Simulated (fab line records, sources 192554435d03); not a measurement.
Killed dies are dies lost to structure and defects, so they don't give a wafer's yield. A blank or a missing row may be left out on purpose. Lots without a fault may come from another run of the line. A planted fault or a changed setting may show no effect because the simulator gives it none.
Split-lot experiment | flow n5_finfet | 7 lots, 39 wafers read, on a route of 1938 steps

THE SPLIT
At N5_MOL_CONTACT_COAG_ETCH_124 (etches SiNx in CH3F/O2, stops on SiOC, target depth 6.5 nm), the setting target_depth_a was moved away from the recipe's 65 angstrom on 12 of the 39 wafers read, by -49.3% to +21.3%. The other wafers ran this setting at the recipe's value.

The file shows no step between the split and the reading.

THE READING
SOC_of_MOL_CONTACT_COAG_COAT_62.thk_nm (the simulator's own value, which no gauge read), in nm, at N5_MOL_CONTACT_COAG_ETCH_48 (etches SiOC in C4F6/O2, target depth 15 nm, overetch 4.5 nm, time 17 s). The file gives no usual value for it. The 27 wafers here that ran the recipe average 45.9 nm, standard deviation 0.26 nm.

wafer  | tool, chamber at the split | target_depth_a as run, angstrom | against the recipe | SOC_of_MOL_CONTACT_COAG_COAT_62.thk_nm, nm | against lot-mates on the recipe
L075.1 | rie_diel-04, 3,0           | 65                              | recipe             | 46.2                                       | -
L075.2 | rie_diel-04, 2             | 32.96                           | -49.3%             | 47.2                                       | +1.2
L075.3 | rie_diel-04, 3,0           | 65                              | recipe             | 46                                         | -
L075.4 | rie_diel-04, 1             | 32.96                           | -49.3%             | 47.4                                       | +1.4
L075.5 | rie_diel-04, 1             | 32.96                           | -49.3%             | 47.6                                       | +1.6
L075.6 | rie_diel-04, 0             | 65                              | recipe             | 45.8                                       | -
L077.1 | rie_diel-01, 2,0           | 65                              | recipe             | 45.8                                       | -
L077.6 | rie_diel-01, 2,0           | 65                              | recipe             | 45.8                                       | -
L077.2 | rie_diel-01, 0             | 65                              | recipe             | 45.6                                       | -
L078.1 | rie_diel-04, 3             | 53.27                           | -18.0%             | 47.2                                       | +0.9
L078.2 | rie_diel-04, 0,2           | 65                              | recipe             | 46.2                                       | -
L078.3 | rie_diel-04, 0,2           | 65                              | recipe             | 46.2                                       | -
L078.4 | rie_diel-04, 1,0           | 53.27                           | -18.0%             | 46.8                                       | +0.5
L078.6 | rie_diel-04, 1,0           | 53.27                           | -18.0%             | 46.8                                       | +0.5
L078.5 | rie_diel-04, 3             | 65                              | recipe             | 46.6                                       | -
L082.1 | rie_diel-01, 3             | 65                              | recipe             | 45.8                                       | -
L082.2 | rie_diel-01, 0             | 65                              | recipe             | 46                                         | -
L082.6 | rie_diel-01, 3             | 65                              | recipe             | 46                                         | -
L082.3 | rie_diel-01, 2,0           | 78.84                           | +21.3%             | 45.2                                       | -0.7
L082.5 | rie_diel-01, 2,0           | 78.84                           | +21.3%             | 45.2                                       | -0.7
L082.4 | rie_diel-01, 2             | 78.84                           | +21.3%             | 45.4                                       | -0.5
L083.1 | rie_diel-03, 0,1,3,3       | 65                              | recipe             | 45.6                                       | -
L083.5 | rie_diel-03, 0,1,3,3       | 65                              | recipe             | 45.6                                       | -
L083.2 | rie_diel-03, 0,1,3,3       | 65                              | recipe             | 45.8                                       | -
L083.3 | rie_diel-03, 0,1,3,3       | 65                              | recipe             | 45.8                                       | -
L083.4 | rie_diel-03, 2             | 65                              | recipe             | 46.2                                       | -
L083.6 | rie_diel-03, 2             | 65                              | recipe             | 46.4                                       | -
L087.1 | rie_diel-04, 0             | 76.03                           | +17.0%             | 45.8                                       | -0.2
L087.5 | rie_diel-04, 0             | 76.03                           | +17.0%             | 45.8                                       | -0.2
L087.2 | rie_diel-04, 1             | 65                              | recipe             | 46.2                                       | -
L087.3 | rie_diel-04, 2,1           | 65                              | recipe             | 45.8                                       | -
L087.4 | rie_diel-04, 2,1           | 65                              | recipe             | 46                                         | -
L087.6 | rie_diel-04, 2             | 76.03                           | +17.0%             | 45.4                                       | -0.6
L093.1 | rie_diel-01, 2,0,1,3       | 65                              | recipe             | 45.6                                       | -
L093.6 | rie_diel-01, 2             | 65                              | recipe             | 45.6                                       | -
L093.2 | rie_diel-01, 2,0,1,3       | 65                              | recipe             | 45.8                                       | -
L093.3 | rie_diel-01, 2,0,1,3       | 65                              | recipe             | 45.8                                       | -
L093.4 | rie_diel-01, 2,0,1,3       | 65                              | recipe             | 45.8                                       | -
L093.5 | rie_diel-01, 3             | 65                              | recipe             | 46                                         | -
Where a row lists several chambers, the file gives one row for several wafers and doesn't say which wafer went through which chamber.

THE FIT
A straight line over all 39 wafers: SOC_of_MOL_CONTACT_COAG_COAT_62.thk_nm changes by -0.0308 nm for each +1% of target_depth_a; r = -0.88; the points scatter about the line by 0.28 nm.
The same after taking each lot's own level away (the mean of its wafers on the recipe; 39 wafers): -0.0284 nm for each +1%; r = -0.93; scatter 0.19 nm.
On that fit, the largest move of target_depth_a shifts the reading by 1.4 nm.
The lots' own levels span 45.73 to 46.33 nm, that is 2.3 times the standard deviation above.
So the lot-to-lot level changes the slope little: the two slopes agree.
Check: with one of the wafers moved furthest among these (-49.3%) left out of the fit, the line predicts +1.48 nm for it against its lot-mates. It came out at +1.2 nm against them.

OTHER SPLITS ON THESE WAFERS
These wafers also went through other splits before the reading. Each is held against what the fit with the lots' levels taken away leaves over:
other split on the same wafers           | wafers away from the commonest value | r with SOC_of_MOL_CONTACT_COAG_COAT_62.thk_nm (lot level and that fit taken away)
N5_PMOS_HMC_CHANNEL_EPI_DESCUM_14 time_s | 18                                   | +0.06
N5_SD_EPI_N_DESCUM_14 time_s             | 15                                   | +0.07
N5_HKMG_FIN_ALD_75 target_thk_a          | 15                                   | -0.05

THE WHOLE CHAIN: every reading that the file lists as answering this split, in the file's order
step                         | what it does                                                           | reading                                                                                 | change (the file's fit)                | r (the file's)
N5_MOL_CONTACT_COAG_ETCH_124 | etches SiNx in CH3F/O2, stops on SiOC, target depth 6.5 nm             | SOC_of_MOL_CONTACT_COAG_COAT_62.thk_nm (the simulator's own value, which no gauge read) | -0.0306 nm for each +1% of the setting | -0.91
N5_MOL_CONTACT_COAG_ETCH_48  | etches SiOC in C4F6/O2, target depth 15 nm, overetch 4.5 nm, time 17 s | SOC_of_MOL_CONTACT_COAG_COAT_62.thk_nm (the simulator's own value, which no gauge read) | -0.0285 nm for each +1% of the setting | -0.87

THE FILE'S OWN FIT
SOC_of_MOL_CONTACT_COAG_COAT_62.thk_nm changes by -0.0285 nm for each +1% of target_depth_a, r = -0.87.
